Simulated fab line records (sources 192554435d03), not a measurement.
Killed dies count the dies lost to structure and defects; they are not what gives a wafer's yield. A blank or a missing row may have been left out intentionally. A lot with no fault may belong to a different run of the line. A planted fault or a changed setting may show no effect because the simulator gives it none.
Matching of chambers + flow n5-finfet + N5_BEOL_M1_ETCH_69 on rie-diel-01 has 4 sister chambers
The step etches SiARC in CF4, target depth 15.6 nm, time 26 s. 18 wafers are shown with their chamber, then 9 later ones without.

== EACH WAFER AND ITS CHAMBER ==
| wafer  | chamber | throttle-valve-pct (%) | drypump-motor-current-A (A) | showerhead-plenum-p-Torr (Torr) |
|--------|---------|------------------------|-----------------------------|---------------------------------|
| L074.1 | 2       | 15.77                  | 5.67                        | 2.13                            |
| L074.2 | 1       | 15.67                  | 5.55                        | 2.21                            |
| L074.3 | 3       | 15.32                  | 5.66                        | 2.08                            |
| L075.1 | 2       | 15.77                  | 5.70                        | 2.13                            |
| L075.4 | 0       | 15.70                  | 5.07                        | 2.17                            |
| L075.5 | 3       | 15.31                  | 5.66                        | 2.08                            |
| L076.1 | 2       | 15.77                  | 5.68                        | 2.13                            |
| L076.5 | 2       | 15.77                  | 5.71                        | 2.13                            |
| L076.6 | 3       | 15.33                  | 5.68                        | 2.08                            |
| L078.2 | 0       | 15.72                  | 5.05                        | 2.17                            |
| L078.5 | 1       | 15.67                  | 5.60                        | 2.20                            |
| L078.6 | 2       | 15.76                  | 5.67                        | 2.12                            |
| L080.1 | 0       | 15.72                  | 5.08                        | 2.17                            |
| L080.2 | 3       | 15.34                  | 5.66                        | 2.08                            |
| L080.6 | 2       | 15.77                  | 5.70                        | 2.12                            |
| L086.1 | 3       | 15.37                  | 5.68                        | 2.07                            |
| L086.4 | 0       | 15.73                  | 5.09                        | 2.17                            |
| L086.5 | 3       | 15.36                  | 5.68                        | 2.07                            |

SIGNATURES (averages over the wafers above)
| reading                  | chamber 0 | chamber 1 | chamber 2 | chamber 3 | scatter within a chamber |
|--------------------------|-----------|-----------|-----------|-----------|--------------------------|
| throttle-valve-pct       | 15.7175   | 15.6700   | 15.7683   | 15.3383   | 0.0152                   |
| drypump-motor-current-A  | 5.0725    | 5.5750    | 5.6883    | 5.6700    | 0.0173                   |
| showerhead-plenum-p-Torr | 2.1700    | 2.2050    | 2.1267    | 2.0767    | 0.00476                  |
Rule: for a wafer and a chamber, the distance is found by dividing, reading by reading, the gap between the wafer's reading and the chamber's mean by the reading's scatter, squaring, summing and taking the root. If the next closest chamber is less than 2 further off than the closest, the wafer can't be placed; otherwise it belongs to the closest. The scatter is the square root of a quotient: the sum, over the shown wafers, of each reading's squared deviation from its chamber's mean, divided by wafers minus chambers.

== WAFERS WHOSE CHAMBER IS MISSING ==
| wafer  | throttle-valve-pct (%) | drypump-motor-current-A (A) | showerhead-plenum-p-Torr (Torr) |
|--------|------------------------|-----------------------------|---------------------------------|
| L089.1 | 15.36                  | 5.66                        | 2.07                            |
| L089.2 | 15.83                  | 5.68                        | 2.12                            |
| L089.5 | 15.36                  | 5.65                        | 2.07                            |
| L092.1 | 15.37                  | 5.68                        | 2.07                            |
| L092.3 | 15.85                  | 5.68                        | 2.12                            |
| L092.5 | 15.36                  | 5.67                        | 2.07                            |
| L097.2 | 15.78                  | 5.07                        | 2.16                            |
| L097.4 | 15.38                  | 5.65                        | 2.07                            |
| L097.6 | 15.78                  | 5.07                        | 2.16                            |

== WHICH CHAMBER EACH ONE RAN IN ==
| wafer  | from the rows above | in truth |
|--------|---------------------|----------|
| L089.1 | 3                   | 3        |
| L089.2 | 2                   | 2        |
| L089.5 | 3                   | 3        |
| L092.1 | 3                   | 3        |
| L092.3 | 2                   | 2        |
| L092.5 | 3                   | 3        |
| L097.2 | 0                   | 0        |
| L097.4 | 3                   | 3        |
| L097.6 | 0                   | 0        |
Correct placement for 9 of the 9. Number that these rows cannot place: 0. 0 placed wrongly.
